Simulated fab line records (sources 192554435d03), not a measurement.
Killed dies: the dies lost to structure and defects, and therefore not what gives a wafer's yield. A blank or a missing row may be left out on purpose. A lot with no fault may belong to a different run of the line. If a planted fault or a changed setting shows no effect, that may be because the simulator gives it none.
The tool behind it: which one? / flow n5_finfet / 24 wafers from 8 lots sampled at 8 of the route's 1938 steps

WHAT EACH GAUGE READ, for each wafer
N5_FIN_SAQP_CD_MEAS_31: target cd 8 nm.
lot=L723; measured=day 3 08:59; on=cd_sem-02; cd_nm (nm)=7.65 7.87 7.91
lot=L726; measured=day 4 02:52; on=cd_sem-01; cd_nm (nm)=8.30 8.23 8.20
lot=L728; measured=day 4 14:22; on=cd_sem-01; cd_nm (nm)=8.38 7.88 8.23
lot=L729; measured=day 4 20:32; on=cd_sem-03; cd_nm (nm)=8.07 8.19 7.83
lot=L730; measured=day 5 02:40; on=cd_sem-02; cd_nm (nm)=7.95 7.60 8.05
lot=L738; measured=day 7 02:08; on=cd_sem-02; cd_nm (nm)=8.37 8.53 7.96
lot=L740; measured=day 7 13:49; on=cd_sem-02; cd_nm (nm)=7.92 8.14 7.79
lot=L741; measured=day 7 19:40; on=cd_sem-03; cd_nm (nm)=8.05 8.40 7.91

N5_FIN_SAQP_INSPECT_40: inspects for defects (brightfield).
lot=L723; measured=day 3 09:34; on=defect_inspect-01; raw_defect_count=362 461 368
lot=L726; measured=day 4 03:26; on=defect_inspect-02; raw_defect_count=246 155 193
lot=L728; measured=day 4 14:59; on=defect_inspect-01; raw_defect_count=191 219 222
lot=L729; measured=day 4 21:07; on=defect_inspect-02; raw_defect_count=843 259 755
lot=L730; measured=day 5 03:16; on=defect_inspect-01; raw_defect_count=268 234 757
lot=L738; measured=day 7 02:48; on=defect_inspect-01; raw_defect_count=358 303 267
lot=L740; measured=day 7 14:25; on=defect_inspect-01; raw_defect_count=194 146 228
lot=L741; measured=day 7 20:16; on=defect_inspect-01; raw_defect_count=147 152 146

N5_FIN_CUT_INSPECT_10: inspects for defects (brightfield).
lot=L723; measured=day 3 09:58; on=defect_inspect-02; raw_defect_count=62 69 69
lot=L726; measured=day 4 03:58; on=defect_inspect-01; raw_defect_count=51 22 34
lot=L728; measured=day 4 15:22; on=defect_inspect-01; raw_defect_count=46 53 50
lot=L729; measured=day 4 21:31; on=defect_inspect-02; raw_defect_count=601 39 587
lot=L730; measured=day 5 03:46; on=defect_inspect-02; raw_defect_count=38 51 558
lot=L738; measured=day 7 03:19; on=defect_inspect-02; raw_defect_count=48 56 57
lot=L740; measured=day 7 14:48; on=defect_inspect-02; raw_defect_count=31 32 42
lot=L741; measured=day 7 20:47; on=defect_inspect-02; raw_defect_count=41 35 35

N5_FIN_CUT_INSPECT_17: inspects for defects (brightfield).
lot=L723; measured=day 3 10:54; on=defect_inspect-02; raw_defect_count=343 458 392
lot=L726; measured=day 4 04:56; on=defect_inspect-01; raw_defect_count=245 172 190
lot=L728; measured=day 4 16:19; on=defect_inspect-01; raw_defect_count=211 214 225
lot=L729; measured=day 4 22:30; on=defect_inspect-01; raw_defect_count=849 272 771
lot=L730; measured=day 5 05:06; on=defect_inspect-01; raw_defect_count=275 232 772
lot=L738; measured=day 7 04:16; on=defect_inspect-02; raw_defect_count=334 308 260
lot=L740; measured=day 7 15:45; on=defect_inspect-01; raw_defect_count=185 137 212
lot=L741; measured=day 7 21:46; on=defect_inspect-02; raw_defect_count=160 160 156

N5_BEOL_M4_RC_MEAS_101.
lot=L723; measured=day 9 00:44; on=prober-02; DIBL_N (mV/V)=34.6 36.3 37.5; DIBL_P (mV/V)=34.4 36.7 37.7; IOFF_N (nA/um)=0.129 0.158 0.168; IOFF_P (nA/um)=0.152 0.173 0.185; ION_N (uA/um)=674 669 671; ION_P (uA/um)=452 454 449; SS_N (mV/dec)=71.2 71.3 72.1; SS_P (mV/dec)=73.3 74.3 74.0; VT_N (mV)=254.6 249.1 251.6; VT_P (mV)=-257.9 -257.4 -253.5
lot=L726; measured=day 10 01:46; on=prober-01; DIBL_N (mV/V)=35.9 35.3 35.4; DIBL_P (mV/V)=37.6 36.3 35.6; IOFF_N (nA/um)=0.178 0.157 0.154; IOFF_P (nA/um)=0.229 0.213 0.201; ION_N (uA/um)=687 672 679; ION_P (uA/um)=463 461 461; SS_N (mV/dec)=71.1 70.7 70.4; SS_P (mV/dec)=73.7 73.3 73.0; VT_N (mV)=248.4 251.2 248.0; VT_P (mV)=-251.9 -250.3 -248.6
lot=L728; measured=day 11 04:47; on=prober-01; DIBL_N (mV/V)=34.8 37.6 35.2; DIBL_P (mV/V)=33.4 37.7 33.9; IOFF_N (nA/um)=0.129 0.172 0.131; IOFF_P (nA/um)=0.172 0.227 0.173; ION_N (uA/um)=665 680 677; ION_P (uA/um)=459 464 459; SS_N (mV/dec)=71.0 71.2 71.1; SS_P (mV/dec)=72.6 73.9 72.5; VT_N (mV)=253.6 246.5 250.5; VT_P (mV)=-249.8 -248.4 -249.7
lot=L729; measured=day 10 22:40; on=prober-01; DIBL_N (mV/V)=34.4 36.0 35.0; DIBL_P (mV/V)=35.3 37.7 35.8; IOFF_N (nA/um)=0.131 0.168 0.136; IOFF_P (nA/um)=0.202 0.234 0.205; ION_N (uA/um)=670 674 660; ION_P (uA/um)=464 470 456; SS_N (mV/dec)=71.1 71.9 71.7; SS_P (mV/dec)=72.9 74.5 73.6; VT_N (mV)=252.5 247.5 252.5; VT_P (mV)=-251.6 -246.9 -250.2
lot=L730; measured=day 11 06:19; on=prober-02; DIBL_N (mV/V)=36.0 37.8 36.2; DIBL_P (mV/V)=36.1 38.2 35.8; IOFF_N (nA/um)=0.147 0.174 0.149; IOFF_P (nA/um)=0.180 0.200 0.172; ION_N (uA/um)=659 682 663; ION_P (uA/um)=455 460 446; SS_N (mV/dec)=72.1 71.9 71.4; SS_P (mV/dec)=73.0 74.3 72.8; VT_N (mV)=251.5 248.3 252.0; VT_P (mV)=-253.5 -251.7 -255.1
lot=L738; measured=day 13 08:55; on=prober-02; DIBL_N (mV/V)=36.2 33.3 35.4; DIBL_P (mV/V)=37.0 34.4 36.0; IOFF_N (nA/um)=0.155 0.112 0.134; IOFF_P (nA/um)=0.210 0.168 0.185; ION_N (uA/um)=681 667 676; ION_P (uA/um)=465 460 465; SS_N (mV/dec)=71.0 70.5 71.1; SS_P (mV/dec)=72.6 72.3 72.1; VT_N (mV)=248.7 252.3 250.8; VT_P (mV)=-248.2 -251.6 -252.4
lot=L740; measured=day 13 20:19; on=prober-01; DIBL_N (mV/V)=36.9 36.1 37.2; DIBL_P (mV/V)=37.2 36.4 37.9; IOFF_N (nA/um)=0.179 0.162 0.189; IOFF_P (nA/um)=0.233 0.231 0.242; ION_N (uA/um)=680 683 687; ION_P (uA/um)=468 469 471; SS_N (mV/dec)=71.7 71.4 72.7; SS_P (mV/dec)=73.4 74.0 74.3; VT_N (mV)=249.0 249.9 247.6; VT_P (mV)=-246.6 -250.1 -248.8
lot=L741; measured=day 14 01:29; on=prober-01; DIBL_N (mV/V)=36.2 35.2 37.5; DIBL_P (mV/V)=36.6 34.4 37.0; IOFF_N (nA/um)=0.155 0.125 0.157; IOFF_P (nA/um)=0.221 0.181 0.228; ION_N (uA/um)=673 660 673; ION_P (uA/um)=465 451 460; SS_N (mV/dec)=71.6 70.8 71.8; SS_P (mV/dec)=74.1 73.0 74.3; VT_N (mV)=250.7 253.3 250.6; VT_P (mV)=-249.9 -250.6 -249.8

WHAT TOOL EACH LOT RAN ON (gives the tool, then ch and the chambers of the sampled wafers, and finally the start)
lot=L723; N5_FIN_SAQP_MANDREL_ETCH_58=rie_si-06 ch 0,1, day 3 07:37; N5_FIN_SAQP_SPACER2_ALD_28=ald_sin-03 ch 1,2,3, day 3 08:27; N5_FIN_SAQP_STRIP_77=rie_diel-06 ch 1,3, day 3 09:07
lot=L726; N5_FIN_SAQP_MANDREL_ETCH_58=rie_si-06 ch 0,1,2, day 4 00:50; N5_FIN_SAQP_SPACER2_ALD_28=ald_sin-02 ch 0,1,2, day 4 02:17; N5_FIN_SAQP_STRIP_77=rie_diel-04 ch 1,3, day 4 03:00
lot=L728; N5_FIN_SAQP_MANDREL_ETCH_58=rie_si-06 ch 0,2, day 4 12:16; N5_FIN_SAQP_SPACER2_ALD_28=ald_sin-02 ch 1,3, day 4 13:50; N5_FIN_SAQP_STRIP_77=rie_diel-05 ch 0,2,3, day 4 14:32
lot=L729; N5_FIN_SAQP_MANDREL_ETCH_58=rie_si-05 ch 1,2, day 4 19:08; N5_FIN_SAQP_SPACER2_ALD_28=ald_sin-02 ch 2,3, day 4 19:59; N5_FIN_SAQP_STRIP_77=rie_diel-06 ch 1,2,3, day 4 20:41
lot=L730; N5_FIN_SAQP_MANDREL_ETCH_58=rie_si-03 ch 1,2,3, day 5 01:19; N5_FIN_SAQP_SPACER2_ALD_28=ald_sin-02 ch 1,2,3, day 5 02:09; N5_FIN_SAQP_STRIP_77=rie_diel-06 ch 1,3, day 5 02:49
lot=L738; N5_FIN_SAQP_MANDREL_ETCH_58=rie_si-06 ch 1,2,3, day 7 00:17; N5_FIN_SAQP_SPACER2_ALD_28=ald_sin-03 ch 0,1,2, day 7 01:36; N5_FIN_SAQP_STRIP_77=rie_diel-04 ch 0,1,2, day 7 02:22
lot=L740; N5_FIN_SAQP_MANDREL_ETCH_58=rie_si-06 ch 0,1,3, day 7 12:28; N5_FIN_SAQP_SPACER2_ALD_28=ald_sin-03 ch 0,1,3, day 7 13:17; N5_FIN_SAQP_STRIP_77=rie_diel-04 ch 0,3, day 7 13:58
lot=L741; N5_FIN_SAQP_MANDREL_ETCH_58=rie_si-06 ch 1,2, day 7 17:54; N5_FIN_SAQP_SPACER2_ALD_28=ald_sin-04 ch 1,2, day 7 19:02; N5_FIN_SAQP_STRIP_77=rie_diel-04 ch 0,1,3, day 7 19:49
- N5_FIN_SAQP_MANDREL_ETCH_58: etches a-Si in HBr/Cl2, stops on SiNx, target depth 45 nm, bt time 10 s, time 27 s.
- N5_FIN_SAQP_SPACER2_ALD_28: deposits SiO2, target thk 8.1 nm, pulse time 1 s, purge time 2 s.
- N5_FIN_SAQP_STRIP_77: strips in N2/H2, time 90 s.

WHAT THE TOOLS THEMSELVES READ (means of the sampled wafers that have a number; where no wafer has one, the mark that the record gives instead)
N5_FIN_SAQP_MANDREL_ETCH_58.
lot=L723; tool=rie_si-06; drypump_motor_current_A (A)=6.2; he_backside_leak_sccm (sccm)=2.5; oes_product_au (a.u.)=0.694; throttle_valve_pct (%)=35.58
lot=L726; tool=rie_si-06; drypump_motor_current_A (A)=5.8; he_backside_leak_sccm (sccm)=2.7; oes_product_au (a.u.)=0.690; throttle_valve_pct (%)=35.51
lot=L728; tool=rie_si-06; drypump_motor_current_A (A)=5.5; he_backside_leak_sccm (sccm)=2.8; oes_product_au (a.u.)=0.683; throttle_valve_pct (%)=35.71
lot=L729; tool=rie_si-05; drypump_motor_current_A (A)=6.0; he_backside_leak_sccm (sccm)=2.8; oes_product_au (a.u.)=0.686; throttle_valve_pct (%)=35.64
lot=L730; tool=rie_si-03; drypump_motor_current_A (A)=5.6; he_backside_leak_sccm (sccm)=2.7; oes_product_au (a.u.)=0.699; throttle_valve_pct (%)=35.44
lot=L738; tool=rie_si-06; drypump_motor_current_A (A)=5.8; he_backside_leak_sccm (sccm)=2.8; oes_product_au (a.u.)=0.701; throttle_valve_pct (%)=35.37
lot=L740; tool=rie_si-06; drypump_motor_current_A (A)=6.2; he_backside_leak_sccm (sccm)=2.6; oes_product_au (a.u.)=0.683; throttle_valve_pct (%)=35.49
lot=L741; tool=rie_si-06; drypump_motor_current_A (A)=6.0; he_backside_leak_sccm (sccm)=2.9; oes_product_au (a.u.)=0.692; throttle_valve_pct (%)=35.32

N5_FIN_SAQP_SPACER2_ALD_28.
lot=L723; tool=ald_sin-03; heater_power_w (W)=423; precursor_pulse_height_rel=1.017; susceptor_temp_C (C)=300.01
lot=L726; tool=ald_sin-02; heater_power_w (W)=452; precursor_pulse_height_rel=0.997; susceptor_temp_C (C)=300.04
lot=L728; tool=ald_sin-02; heater_power_w (W)=511; precursor_pulse_height_rel=0.996; susceptor_temp_C (C)=300.14
lot=L729; tool=ald_sin-02; heater_power_w (W)=468; precursor_pulse_height_rel=1.006; susceptor_temp_C (C)=300.05
lot=L730; tool=ald_sin-02; heater_power_w (W)=481; precursor_pulse_height_rel=1.012; susceptor_temp_C (C)=300.16
lot=L738; tool=ald_sin-03; heater_power_w (W)=436; precursor_pulse_height_rel=0.994; susceptor_temp_C (C)=300.12
lot=L740; tool=ald_sin-03; heater_power_w (W)=449; precursor_pulse_height_rel=0.990; susceptor_temp_C (C)=300.10
lot=L741; tool=ald_sin-04; heater_power_w (W)=526; precursor_pulse_height_rel=1.014; susceptor_temp_C (C)=299.98

N5_FIN_SAQP_STRIP_77.
lot=L723; tool=rie_diel-06; drypump_motor_current_A (A)=6.5; oes_product_au (a.u.)=0.87; rf_vpp_V (V)=44.7; showerhead_plenum_p_Torr (Torr)=3.47; temp_c (C)=40.08; throttle_valve_pct (%)=11.96
lot=L726; tool=rie_diel-04; drypump_motor_current_A (A)=5.7; oes_product_au (a.u.)=0.77; rf_vpp_V (V)=45.0; showerhead_plenum_p_Torr (Torr)=3.46; temp_c (C)=39.91; throttle_valve_pct (%)=12.09
lot=L728; tool=rie_diel-05; drypump_motor_current_A (A)=5.6; oes_product_au (a.u.)=0.69; rf_vpp_V (V)=46.4; showerhead_plenum_p_Torr (Torr)=3.34; temp_c (C)=40.04; throttle_valve_pct (%)=12.38
lot=L729; tool=rie_diel-06; drypump_motor_current_A (A)=6.2; oes_product_au (a.u.)=0.80; rf_vpp_V (V)=45.1; showerhead_plenum_p_Torr (Torr)=3.35; temp_c (C)=40.09; throttle_valve_pct (%)=12.07
lot=L730; tool=rie_diel-06; drypump_motor_current_A (A)=6.5; oes_product_au (a.u.)=0.84; rf_vpp_V (V)=45.8; showerhead_plenum_p_Torr (Torr)=3.46; temp_c (C)=39.96; throttle_valve_pct (%)=12.01
lot=L738; tool=rie_diel-04; drypump_motor_current_A (A)=5.8; oes_product_au (a.u.)=0.87; rf_vpp_V (V)=45.1; showerhead_plenum_p_Torr (Torr)=3.43; temp_c (C)=40.00; throttle_valve_pct (%)=11.98
lot=L740; tool=rie_diel-04; drypump_motor_current_A (A)=5.6; oes_product_au (a.u.)=0.97; rf_vpp_V (V)=46.5; showerhead_plenum_p_Torr (Torr)=3.44; temp_c (C)=40.05; throttle_valve_pct (%)=11.79
lot=L741; tool=rie_diel-04; drypump_motor_current_A (A)=5.7; oes_product_au (a.u.)=0.91; rf_vpp_V (V)=45.3; showerhead_plenum_p_Torr (Torr)=3.43; temp_c (C)=39.89; throttle_valve_pct (%)=11.80

THE ANSWER, worked out from the rows above alone
Rule: the lots themselves supply what counts as usual. The widest of any qualifying gaps counts: lots, ordered by their means at a reading, are off when they make up no more than a third of the lots, leave a main group of 4 or more, and stand apart from it by 3 or more times the standard deviation of that group's means. A main group whose means are all the same, to the digits that the tables above print for the reading, isn't used. A lot without any number at a reading at which 4 lots or more have one is off too. The other lots that the step has rows for count as sound. After the gauges, taken in route order, come the tools' own readings; for these a lot's mean is taken, as printed above. At the first step where some lot is off, the reading lying furthest off is the one used; lots without a number count as furthest.
Off, at N5_FIN_CUT_INSPECT_10 on raw_defect_count: L729, L730. Main group: mean 46, sd 12.
A tool fits if, at a process step before that reading, it ran every lot that is off, and no sound lot after the first of them. Those tools and the gauges at N5_FIN_CUT_INSPECT_10 are tried in the same way. 2 tools fit, ald_sin-02 at N5_FIN_SAQP_SPACER2_ALD_28 and rie_diel-06 at N5_FIN_SAQP_STRIP_77, so this cannot tell which one it is.

WHAT THE SIMULATOR PUT IN
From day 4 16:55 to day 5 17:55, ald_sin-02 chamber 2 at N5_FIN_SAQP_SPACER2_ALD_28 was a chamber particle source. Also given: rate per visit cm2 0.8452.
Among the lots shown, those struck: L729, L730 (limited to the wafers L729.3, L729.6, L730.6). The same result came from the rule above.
